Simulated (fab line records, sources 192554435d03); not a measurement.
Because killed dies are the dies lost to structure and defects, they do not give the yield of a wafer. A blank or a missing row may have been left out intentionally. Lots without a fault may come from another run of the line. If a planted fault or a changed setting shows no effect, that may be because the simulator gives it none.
The tool behind it: which one? :: flow n5_finfet :: 9 lots with 26 wafers sampled at 3 steps, on a route of 1938 steps

WHAT THE GAUGES SHOWED, per wafer
N5_SPACER0_INSPECT_04: inspects for defects (darkfield).
lot: L485
measured: day 4 16:14
on: defect_inspect-02
raw_defect_count: 158 174 212

lot: L487
measured: day 4 23:58
on: defect_inspect-02
raw_defect_count: 180 114 119

lot: L490
measured: day 5 17:11
on: defect_inspect-02
raw_defect_count: 211 153 137

lot: L491
measured: day 6 05:42
on: defect_inspect-01
raw_defect_count: 104 145

lot: L496
measured: day 7 06:32
on: defect_inspect-01
raw_defect_count: 84 174 121

lot: L499
measured: day 8 02:49
on: defect_inspect-01
raw_defect_count: 82 142 109

lot: L500
measured: day 8 07:25
on: defect_inspect-02
raw_defect_count: 158 172 136

lot: L501
measured: day 8 19:23
on: defect_inspect-02
raw_defect_count: 163 147 165

lot: L502
measured: day 8 23:03
on: defect_inspect-01
raw_defect_count: 137 122 131

WHICH TOOL RAN EACH LOT (tool, then ch and the chambers of the sampled wafers, then the start)
lot: L485
N5_DUMMY_GATE_ETCH_23: rie_si-05 ch 0,1,3, day 4 15:06
N5_SPACER0_ALD_07: ald_sin-01 ch 1,2,3, day 4 15:40

lot: L487
N5_DUMMY_GATE_ETCH_23: rie_si-05 ch 0,1,3, day 4 22:50
N5_SPACER0_ALD_07: ald_sin-01 ch 1,2,3, day 4 23:23

lot: L490
N5_DUMMY_GATE_ETCH_23: rie_si-04 ch 0,2,3, day 5 16:07
N5_SPACER0_ALD_07: ald_sin-01 ch 1,2,3, day 5 16:37

lot: L491
N5_DUMMY_GATE_ETCH_23: rie_si-04 ch 3, day 6 04:05
N5_SPACER0_ALD_07: ald_sin-01 ch 0,3, day 6 05:08

lot: L496
N5_DUMMY_GATE_ETCH_23: rie_si-04 ch 0,1, day 7 05:10
N5_SPACER0_ALD_07: ald_sin-04 ch 0,1,2, day 7 05:58

lot: L499
N5_DUMMY_GATE_ETCH_23: rie_si-05 ch 1,2,3, day 8 01:46
N5_SPACER0_ALD_07: ald_sin-04 ch 0,1,2, day 8 02:15

lot: L500
N5_DUMMY_GATE_ETCH_23: rie_si-03 ch 0,1,2, day 8 06:22
N5_SPACER0_ALD_07: ald_sin-04 ch 1,2,3, day 8 06:51

lot: L501
N5_DUMMY_GATE_ETCH_23: rie_si-05 ch 0,2,3, day 8 17:31
N5_SPACER0_ALD_07: ald_sin-03 ch 0,2,3, day 8 18:49

lot: L502
N5_DUMMY_GATE_ETCH_23: rie_si-05 ch 1,3, day 8 21:57
N5_SPACER0_ALD_07: ald_sin-03 ch 1,2,3, day 8 22:29
- N5_DUMMY_GATE_ETCH_23: etches poly-Si in HBr/Cl2/O2, target depth 41 nm, time 22.3 s.
- N5_SPACER0_ALD_07: deposits SiNx, target thk 2 nm.

THE ANSWER, worked out from the rows above alone
Rule: the usual values come from the lots themselves. The widest of any qualifying gaps counts: lots, ordered by their means at a reading, are off when they make up no more than a third of the lots, leave a main group of 4 or more, and stand apart from it by 3 or more times the standard deviation of that group's means. If all means in a main group match to the digits the tables above print for the reading, that group is not used. Also off: a lot with no number at a reading for which 4 or more lots have one. Where the step has rows for the other lots, those lots are counted as sound.
Across all readings shown, no lot is off: no conclusion can be drawn from this.

WHAT WAS PUT IN BY THE SIMULATOR
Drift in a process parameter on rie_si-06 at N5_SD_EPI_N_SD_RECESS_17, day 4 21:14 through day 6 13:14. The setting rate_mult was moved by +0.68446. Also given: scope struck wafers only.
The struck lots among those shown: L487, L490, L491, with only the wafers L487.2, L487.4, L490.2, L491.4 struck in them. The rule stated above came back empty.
